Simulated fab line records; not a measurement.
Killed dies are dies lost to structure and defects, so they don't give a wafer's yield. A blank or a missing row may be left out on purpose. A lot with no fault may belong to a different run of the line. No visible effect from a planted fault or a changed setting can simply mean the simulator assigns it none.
Split-lot experiment -- flow n5Finfet -- on a route of 1938 steps: 7 lots, 39 wafers read

== ON THE SPLIT ==
At N5_DUMMY_GATE_ETCH_31 (etches SiO2 in C4F6/O2, target depth 82.5 nm, time 27.5 s), the setting targetDepthA was moved away from the recipe's 825 angstrom on 12 of the 39 wafers read, by -7.2% to +12.1%. All remaining wafers had this setting at the recipe value.

Reading taken at the split's own step.

== THE READING ==
etch.depthNm (the simulator's own value, which no gauge read), in nm, at N5_DUMMY_GATE_ETCH_31 (etches SiO2 in C4F6/O2, target depth 82.5 nm, time 27.5 s). The file gives no usual value for it. The 27 wafers here that ran the recipe average 81.83 nm, standard deviation 1.3 nm.

wafer,"tool, chamber at the split","targetDepthA as run, angstrom",against the recipe,"etch.depthNm, nm",against lot-mates on the recipe
L077.1,"rieDiel-02, 1",825,recipe,80.68,-
L077.2,"rieDiel-02, 0",857.2,+3.9%,86.87,+5.25
L077.3,"rieDiel-02, 3",857.2,+3.9%,84.62,+3.00
L077.4,"rieDiel-02, 2",857.2,+3.9%,85.13,+3.51
L077.5,"rieDiel-02, 3",825,recipe,82.05,-
L077.6,"rieDiel-02, 2",825,recipe,82.13,-
L078.1,"rieDiel-02, 1",825,recipe,80.77,-
L078.2,"rieDiel-02, 3",765.2,-7.2%,75.4,-5.66
L078.3,"rieDiel-02, 0",765.2,-7.2%,78.07,-2.99
L078.4,"rieDiel-02, 1",825,recipe,81.13,-
L078.5,"rieDiel-02, 0",765.2,-7.2%,78.39,-2.67
L078.6,"rieDiel-02, 3",825,recipe,81.28,-
L083.1,"rieDiel-05, 2",825,recipe,81.19,-
L083.2,"rieDiel-05, 1",825,recipe,83.08,-
L083.3,"rieDiel-05, 0",825,recipe,83.3,-
L083.4,"rieDiel-05, 3",825,recipe,80.06,-
L083.5,"rieDiel-05, 3",825,recipe,80.08,-
L083.6,"rieDiel-05, 0",825,recipe,83.83,-
L084.1,"rieDiel-03, 1",825,recipe,80.66,-
L084.2,"rieDiel-03, 0",825,recipe,83.29,-
L084.3,"rieDiel-03, 2",825,recipe,82.1,-
L084.4,"rieDiel-03, 3",825,recipe,80.67,-
L084.5,"rieDiel-03, 0",825,recipe,82.86,-
L084.6,"rieDiel-03, 3",825,recipe,80.07,-
L091.1,"rieDiel-05, 0",858.1,+4.0%,87.2,+3.97
L091.2,"rieDiel-05, 1",858.1,+4.0%,86.61,+3.38
L091.3,"rieDiel-05, 3",858.1,+4.0%,84.05,+0.82
L091.4,"rieDiel-05, 2",825,recipe,81.66,-
L091.5,"rieDiel-05, 1",825,recipe,83.85,-
L091.6,"rieDiel-05, 0",825,recipe,84.18,-
L093.1,"rieDiel-03, 2",825,recipe,82.24,-
L093.2,"rieDiel-03, 1",924.7,+12.1%,92,+10.04
L093.3,"rieDiel-03, 3",924.7,+12.1%,90.28,+8.32
L093.4,"rieDiel-03, 0",924.7,+12.1%,93.88,+11.92
L093.5,"rieDiel-03, 2",825,recipe,82.16,-
L093.6,"rieDiel-03, 1",825,recipe,81.47,-
L095.1,"rieDiel-05, 1",825,recipe,82.81,-
L095.3,"rieDiel-05, 0",825,recipe,82.86,-
L095.4,"rieDiel-05, 3",825,recipe,78.87,-

FIT RESULTS
A straight line over all 39 wafers: etch.depthNm changes by +0.802 nm for each +1% of targetDepthA; r = +0.92; the points scatter about the line by 1.4 nm.
The same after taking each lot's own level away (the mean of its wafers on the recipe; 39 wafers): +0.749 nm for each +1%; r = +0.91; scatter 1.4 nm.
Per that fit: largest targetDepthA move, reading shift of 9.1 nm.
Measured against the standard deviation above, the lots' own levels, which go from 81.060 to 83.230 nm, span 1.6 times it.
Consequently the slope shifts little with the lot-to-lot level, the two slopes agreeing.
Check: with one of the wafers moved furthest among these (+12.1%) left out of the fit, the line predicts +9.12 nm for it against its lot-mates. Against them it came out at +10 nm.

== THE OTHER SPLITS THESE WAFERS WENT THROUGH ==
Note: prior to the reading, these wafers also went through further splits. Each is held against what the fit with the lots' levels taken away leaves over:
other split on the same wafers,wafers away from the commonest value,r with etch.depthNm (lot level and that fit taken away)
N5_FIN_SAQP_HM_DEP_03 timeS,15,-0.12
N5_FIN_SAQP_EXPOSE_13 doseMj,18,+0.03
N5_FIN_SAQP_MANDREL_ETCH_22 overEtchFrac,15,+0.20

== THE FILE'S OWN FIT ==
etch.depthNm changes by +0.764 nm for each +1% of targetDepthA, r = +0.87.
